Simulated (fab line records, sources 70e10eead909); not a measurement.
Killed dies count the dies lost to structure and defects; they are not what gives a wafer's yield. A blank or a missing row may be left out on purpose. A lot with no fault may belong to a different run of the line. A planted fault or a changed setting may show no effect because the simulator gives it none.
fab line records -- flow nand_harc
record: lots: 7, wafers: 21, last_day: 33
route steps=1302 shown A_STAIRCASE@886 A_SGD_CUT@890 END@1302
lots that met no fault: from a run of the same line without faults
start_h: the number of hours between the record's first day and the start of the first shown wafer of the lot -- wait_h: time in hours since the lot's previous step -- " as in the row above -- L1.1+2: several wafers, shown together as one row -- - no value, or no start given -- * or withheld: withheld -- < > ~ a bound
route shown NAME@n: a module of which the file shows steps, and the number in the route of the first -- usual: mean and standard deviation over wafers with no fault -- same: alike in all rows -- chamber/n: place in a boat -- sites: each site's reading -- _std_site: the values' standard deviation -- _edge_site: inner sites' mean taken away from outer sites' mean -- radius_mm: for every site, how far away it sits from the centre of the wafer -- mask NAME#n: copy n -- behind: the most recent tool/chamber to have shaped the wafer -- hold: why the lot went on hold/how many hours it stayed there/how the hold came to an end -- device: which transistor (n, p or np) failed to switch -- end of line: the route-end tests of the same wafers -- a step given without rows: its recipe and nothing more -- killed: the dies lost at the first sort to structure and to defects; this is not the yield of the wafer -- map: a wafer's dies, x killed, . not, _ none there
set.NAME: the setting as run; set.NAME@STEP: as run at that earlier step -- model.NAME: the simulator's own value behind a step, which no gauge read
lots at some steps of the route; a table a step, a row a wafer
services: the hour from which a tool's chamber was out of use, counted from the record's first day as start_h (under 0 if before that day), plus the number of hours and why
== steps ==
step: NHARC_A_STAIRCASE_CMP_472
recipe: material: SiO2
usual: motor_current_A: 11.9/1.2
lot.wafer,tool,chamber,start_h,wait_h,motor_current_A
L103.3,cmp-04,3,465.11,0.2,11.1
L103.1,cmp-04,0,465.11,0.2,10.3
L103.2,cmp-04,2,465.11,0.2,13.4
L102.2,cmp-02,0,479.81,0.3,12.6
L102.4,cmp-02,1,479.81,0.3,11.6
L102.5,cmp-02,2,479.81,0.3,12.3
L115.2,cmp-02,3,587.96,0.2,13.8
L115.4,cmp-02,0,587.96,0.2,12.7
L115.3,cmp-02,2,587.96,0.2,12.8
L116.4,cmp-03,2,588.25,0.2,12.7
L116.2,cmp-03,0,588.25,0.2,13.0
L116.6,cmp-03,2,588.25,0.2,13.1
L118.2,cmp-02,3,621.95,0.2,13.7
L118.5,cmp-02,3,621.95,0.2,13.6
L118.6,cmp-02,0,621.95,0.2,12.1
L119.3,cmp-04,1,636.32,0.2,10.1
L119.1,cmp-04,2,636.32,0.2,13.3
L119.5,cmp-04,1,636.32,0.2,10.3
L122.4,cmp-04,2,666.42,0.2,13.4
L122.6,cmp-04,0,666.42,0.2,9.8
L122.5,cmp-04,1,666.42,0.2,10.4
step: NHARC_A_STAIRCASE_SRD_474
step: NHARC_A_STAIRCASE_INSPECT_155
usual: raw_defect_count: 423/130
lot.wafer,tool,chamber,start_h,wait_h,raw_defect_count
L103.1,defect_inspect-01,-,465.46,0.1,441
L103.2,defect_inspect-01,-,465.46,0.1,432
L103.3,defect_inspect-01,-,465.46,0.1,406
L102.2,defect_inspect-02,-,480.10,0.1,420
L102.4,defect_inspect-02,-,480.10,0.1,532
L102.5,defect_inspect-02,-,480.10,0.1,360
L115.2,defect_inspect-02,-,588.30,0.1,336
L115.3,defect_inspect-02,-,588.30,0.1,390
L115.4,defect_inspect-02,-,588.30,0.1,328
L116.2,defect_inspect-01,-,588.58,0.1,1118
L116.4,defect_inspect-01,-,588.58,0.1,505
L116.6,defect_inspect-01,-,588.58,0.1,656
L118.2,defect_inspect-01,-,622.29,0.1,581
L118.5,defect_inspect-01,-,622.29,0.1,925
L118.6,defect_inspect-01,-,622.29,0.1,511
L119.1,defect_inspect-02,-,636.66,0.1,575
L119.3,defect_inspect-02,-,636.66,0.1,310
L119.5,defect_inspect-02,-,636.66,0.1,250
L122.4,defect_inspect-02,-,666.72,0.1,464
L122.5,defect_inspect-02,-,666.72,0.1,305
L122.6,defect_inspect-02,-,666.72,0.1,404
step: NHARC_A_SGD_CUT_DEP_00
recipe: target_thk_a: 500, temp_c: 400, target_thk_nm: 50, flow_sccm: 200, rf_w: 450, material: SiNx
usual: heater_power_w: 710/67
lot.wafer,tool,chamber,start_h,wait_h,heater_power_w
L103.1,pecvd-04,1,465.52,0.1,706
L103.2,pecvd-04,0,465.52,0.1,783
L103.3,pecvd-04,1,465.52,0.1,677
L102.2,pecvd-04,2,480.20,0.1,739
L102.4,pecvd-04,2,480.20,0.1,717
L102.5,pecvd-04,1,480.20,0.1,690
L115.2,pecvd-01,2,588.41,0.1,657
L115.4,pecvd-01,0,588.41,0.1,678
L115.3,pecvd-01,2,588.41,0.1,663
L116.2,pecvd-03,1,588.64,0.1,895
L116.6,pecvd-03,1,588.64,0.1,907
L116.4,pecvd-03,0,588.64,0.1,647
L118.2,pecvd-01,2,622.42,0.1,693
L118.6,pecvd-01,1,622.42,0.1,709
L118.5,pecvd-01,2,622.42,0.1,672
L119.3,pecvd-03,2,636.75,0.1,753
L119.1,pecvd-03,0,636.75,0.1,704
L119.5,pecvd-03,0,636.75,0.1,705
L122.4,pecvd-01,0,666.87,0.1,801
L122.5,pecvd-01,1,666.87,0.1,708
L122.6,pecvd-01,2,666.87,0.1,659
step: NHARC_A_SGD_CUT_DEHYDRATE_01
recipe: temp_c: 150, time_s: 120
step: NHARC_A_SGD_CUT_HMDS_02
recipe: time_s: 30
step: NHARC_A_SGD_CUT_COAT_56
recipe: temp_c: 260, time_s: 75
step: NHARC_A_SGD_CUT_COAT_57
recipe: temp_c: 225, time_s: 65
step: NHARC_A_SGD_CUT_COAT_03
recipe: spin_rpm: 1500, resist_thk_nm: 90
step: NHARC_A_SGD_CUT_SOFTBAKE_04
recipe: temp_c: 105, time_s: 55
step: NHARC_A_SGD_CUT_EBR_05
step: NHARC_A_SGD_CUT_EXPOSE_06
recipe: na: 1.35, dose_mj: 85.59, mask_id: SGD
usual: exposure_dose_mJ_cm2: 85.60/0.088, stage_vel_mm_s: 499.98/0.25
lot.wafer,tool,chamber,start_h,wait_h,mask,exposure_dose_mJ_cm2,stage_vel_mm_s
L103.1,arfi_scanner-01,0,466.20,-,SGD#0,85.58,499.81
L103.2,arfi_scanner-01,0,466.20,-,SGD#0,85.59,499.66
L103.3,arfi_scanner-01,0,466.20,-,SGD#0,85.66,500.03
L102.2,arfi_scanner-02,0,480.78,-,SGD#0,85.63,500.13
L102.4,arfi_scanner-02,0,480.78,-,SGD#0,85.61,500.24
L102.5,arfi_scanner-02,0,480.78,-,SGD#0,85.64,500.22
L115.2,arfi_scanner-03,0,589.04,-,SGD#0,85.44,499.78
L115.3,arfi_scanner-03,0,589.04,-,SGD#0,85.28,499.87
L115.4,arfi_scanner-03,0,589.04,-,SGD#0,85.52,499.83
L116.2,arfi_scanner-02,0,589.23,-,SGD#0,122.29,500.24
L116.4,arfi_scanner-02,0,589.23,-,SGD#0,122.33,499.91
L116.6,arfi_scanner-02,0,589.23,-,SGD#0,122.25,499.62
L118.2,arfi_scanner-02,0,622.95,-,SGD#0,115.02,500.08
L118.5,arfi_scanner-02,0,622.95,-,SGD#0,114.93,500.46
L118.6,arfi_scanner-02,0,622.95,-,SGD#0,114.99,499.60
L119.1,arfi_scanner-02,0,637.31,-,SGD#0,113.64,500.33
L119.3,arfi_scanner-02,0,637.31,-,SGD#0,113.67,499.86
L119.5,arfi_scanner-02,0,637.31,-,SGD#0,113.67,500.08
L122.4,arfi_scanner-01,0,667.25,-,SGD#0,85.54,499.72
L122.5,arfi_scanner-01,0,667.25,-,SGD#0,85.45,499.90
L122.6,arfi_scanner-01,0,667.25,-,SGD#0,85.63,499.98
step: NHARC_A_SGD_CUT_PEB_07
recipe: peb_temp_c: 100, peb_time_s: 65
step: NHARC_A_SGD_CUT_DEVELOP_08
recipe: develop_time_s: 35, dev_temp_c: 23
step: NHARC_A_SGD_CUT_CD_MEAS_09
recipe: target_cd_nm: 100, landing_energy_ev: 500
usual: cd_nm: 99.8/0.53
same: landing_energy_ev: 500
lot.wafer,tool,chamber,start_h,wait_h,hold,cd_nm
L103.1,cd_sem-03,0,466.33,-,-,100.8
L103.2,cd_sem-03,0,466.33,-,-,100.3
L103.3,cd_sem-03,0,466.33,-,-,100.1
L102.2,cd_sem-03,0,480.92,-,-,99.3
L102.4,cd_sem-03,0,480.92,-,-,99.7
L102.5,cd_sem-03,0,480.92,-,-,99.7
L115.2,cd_sem-02,0,589.18,-,-,99.9
L115.3,cd_sem-02,0,589.18,-,-,100.4
L115.4,cd_sem-02,0,589.18,-,-,99.9
L116.2,cd_sem-01,0,589.37,-,await_dispo/0.2h/release,129.2
L116.4,cd_sem-01,0,589.37,-,await_dispo/0.2h/release,128.8
L116.6,cd_sem-01,0,589.37,-,await_dispo/0.2h/release,128.9
L116.2,cd_sem-01,0,-,-,-,129.0
L116.4,cd_sem-01,0,-,-,-,129.4
L116.6,cd_sem-01,0,-,-,-,129.1
L118.2,cd_sem-02,0,623.08,-,await_dispo/0.2h/release,123.9
L118.5,cd_sem-02,0,623.08,-,await_dispo/0.2h/release,124.1
L118.6,cd_sem-02,0,623.08,-,await_dispo/0.2h/release,123.9
L118.2,cd_sem-02,0,-,-,-,123.6
L118.5,cd_sem-02,0,-,-,-,123.6
L118.6,cd_sem-02,0,-,-,-,123.8
L119.1,cd_sem-03,0,637.45,-,await_dispo/0.2h/release,121.6
L119.3,cd_sem-03,0,637.45,-,await_dispo/0.2h/release,122.1
L119.5,cd_sem-03,0,637.45,-,await_dispo/0.2h/release,122.9
L119.1,cd_sem-03,0,-,-,-,121.9
L119.3,cd_sem-03,0,-,-,-,122.1
L119.5,cd_sem-03,0,-,-,-,122.8
L122.4,cd_sem-03,0,667.38,-,-,99.3
L122.5,cd_sem-03,0,667.38,-,-,99.2
L122.6,cd_sem-03,0,667.38,-,-,99.6
step: NHARC_A_SGD_CUT_OVL_MEAS_10
usual: overlay_x_nm: 0.3/0.86, overlay_y_nm: 0.1/0.95
lot.wafer,tool,chamber,start_h,wait_h,hold,overlay_x_nm,overlay_y_nm
L103.1,overlay-02,-,466.42,-,-,-0.5,1.3
L103.2,overlay-02,-,466.42,-,-,0.1,1.8
L103.3,overlay-02,-,466.42,-,-,0.3,1.3
L102.2,overlay-01,-,481.01,-,-,0.7,0.5
L102.4,overlay-01,-,481.01,-,-,0.9,0.0
L102.5,overlay-01,-,481.01,-,-,0.6,-0.2
L115.2,overlay-02,-,589.27,-,-,-0.6,-0.1
L115.3,overlay-02,-,589.27,-,-,-0.9,0.2
L115.4,overlay-02,-,589.27,-,-,-0.5,-0.8
L119.1,overlay-02,-,640.38,-,await_dispo/2.7h/release,0.8,0.7
L119.3,overlay-02,-,640.38,-,await_dispo/2.7h/release,0.4,0.8
L119.5,overlay-02,-,640.38,-,await_dispo/2.7h/release,1.0,0.5
L122.4,overlay-02,-,667.47,-,-,0.9,0.6
L122.5,overlay-02,-,667.47,-,-,0.6,0.8
L122.6,overlay-02,-,667.47,-,-,0.7,1.2
step: NHARC_END_SORT_01
recipe: temp_c: 25
usual: killed_at_array: 57/18, killed_at_other: 0.9/1.3, killed_at_periphery: 3.5/2.2, killed_dies: 62/18, killed_open: 3.0/1.7, killed_short: 2.3/1.5
same: gross_dies: 677
lot.wafer,tool,chamber,start_h,wait_h,killed_at_array,killed_at_other,killed_at_periphery,killed_dies,killed_open,killed_short
L102.2,prober-02,0,602.56,2.8,56,2,5,63,5,3
L102.4,prober-02,0,604.15,3.4,47,2,3,52,2,2
L102.5,prober-02,0,604.95,3.7,50,3,2,55,2,2
L119.1,prober-02,0,764.92,2.4,46,0,4,50,3,0
L119.3,prober-02,0,766.52,3.1,46,0,3,49,0,4
L119.5,prober-02,0,768.12,3.7,43,0,1,44,1,4
killed by level:class
L102.2 A_CHANNEL_HOLE_D2:chamber_film_flake=38 A_CONTACT:chamber_film_flake=4 A_STAIRCASE:chamber_film_flake=3 A_SLIT:chamber_film_flake=2 THIN_TSV:chamber_film_flake=2 P_CONTACT:geometric_particle:open=1 P_M0:geometric_particle:short=1 P_M0:geometric_particle:open=1
L102.4 A_CHANNEL_HOLE_D2:chamber_film_flake=30 A_CHANNEL_HOLE_D1:chamber_film_flake=3 A_DECK1_JOINT:chamber_film_flake=3 A_SLIT:chamber_film_flake=3 P_GATE:chamber_film_flake=2 A_STAIRCASE:chamber_film_flake=2 THIN_TSV:chamber_film_flake=2 A_SOURCE_PLATE:geometric_particle:open=1
L102.5 A_CHANNEL_HOLE_D2:chamber_film_flake=33 A_CONTACT:chamber_film_flake=6 A_SLIT:chamber_film_flake=5 THIN_TSV:chamber_film_flake=3 A_STAIRCASE:chamber_film_flake=2 P_M1:geometric_particle:open=1 A_ONON_D2:geometric_particle:short=1 A_CHANNEL_FILL_D2:geometric_particle:short=1
L119.1 A_CHANNEL_HOLE_D1:chamber_film_flake=16 A_SLIT:chamber_film_flake=7 A_CONTACT:chamber_film_flake=7 A_SGD_CUT:chamber_film_flake=4 P_M1:chamber_film_flake=3 A_STAIRCASE:chamber_film_flake=3 A_CHANNEL_FILL_D1:chamber_film_flake=2 P_M2:geometric_particle:open=1
L119.3 A_CHANNEL_HOLE_D1:chamber_film_flake=15 A_CONTACT:chamber_film_flake=8 A_SLIT:chamber_film_flake=8 A_STAIRCASE:chamber_film_flake=4 A_SGD_CUT:chamber_film_flake=4 P_M0:geometric_particle:short=1 A_CHANNEL_FILL_D1:geometric_particle:short=1 A_ONON_D2:geometric_particle:short=1
L119.5 A_CHANNEL_HOLE_D1:chamber_film_flake=16 A_CONTACT:chamber_film_flake=9 A_SLIT:chamber_film_flake=6 A_STAIRCASE:chamber_film_flake=2 A_SGD_CUT:chamber_film_flake=2 P_CONTACT:geometric_particle:open=1 A_ONON_D1:geometric_particle:short=1 A_CHANNEL_HOLE_D1:geometric_particle:short=1
== services ==
tool,chamber,start_h,hours,kind
cmp-04,-,446.85,2.5,repair
pecvd-04,-,450.16,13.0,pm
pecvd-01,-,473.91,1.7,repair
pecvd-04,2,481.97,16.3,repair
pecvd-01,-,492.03,13.0,pm
cmp-04,-,495.18,0.9,repair
cmp-04,-,503.14,4.0,pm
pecvd-01,1,505.66,19.1,repair
pecvd-03,2,523.41,17.9,repair
cmp-02,-,526.50,4.0,pm
pecvd-03,-,547.08,13.0,pm
pecvd-03,-,564.50,1.8,repair
pecvd-03,2,571.26,2.0,repair
pecvd-01,1,582.05,11.5,repair
arfi_scanner-02,-,584.56,0.8,repair
arfi_scanner-02,-,591.23,4.0,pm
pecvd-01,-,593.92,1.4,repair
arfi_scanner-01,-,596.01,4.0,pm
cmp-04,-,601.14,4.0,pm
arfi_scanner-01,-,617.25,0.3,repair
cmp-02,-,624.50,4.0,pm
pecvd-01,0,628.62,4.7,repair
pecvd-04,-,631.16,13.0,pm
cmp-02,-,641.12,5.9,repair
== key ==
first_sign: step: NHARC_A_SGD_CUT_EXPOSE_06, reading: exposure_dose_mJ_cm2, direction: up, sigmas: 99+, usual: 85.60, struck: 116.98
effect: step: NHARC_A_SGD_CUT_CD_MEAS_09, reading: visit, direction: added, through: control_loop
effect: step: NHARC_A_SGD_CUT_CD_MEAS_09, reading: cd_nm, direction: up, sigmas: 47, usual: 99.8, struck: 125.1, through: control_loop
met_at NHARC_A_SGD_CUT_EXPOSE_06
struck_wafers L116.2,L116.4,L116.6,L118.2,L118.5,L118.6,L119.1,L119.3,L119.5
scrapped_behind NHARC_A_SGD_CUT_CD_MEAS_09 L116.2,L116.4,L116.6,L118.2,L118.5,L118.6
tester_left_out L119
loop_trim: step: NHARC_A_SGD_CUT_EXPOSE_06, setting: dose, lots: L118,L119
onset_between 480.78 589.23
fault: kind: process_parameter_drift, tool: arfi_scanner-02, chamber: -, onset_h: 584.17, steps: NHARC_A_SGD_CUT_EXPOSE_06, channel: dose_mj, offset: 36.638, shape: step, acts_in: these_recipes_only, stated: 85.59
tester_left_out: of these lots the tester's yield and bins aren't shown, on N5 and GAA mostly nor the transistor test; their killed dies are dies lost to structure and defects alone, not to doping, threshold or leakage, so they don't give the yield
loop_trim: a control loop set the setting to another value than it would have without faults
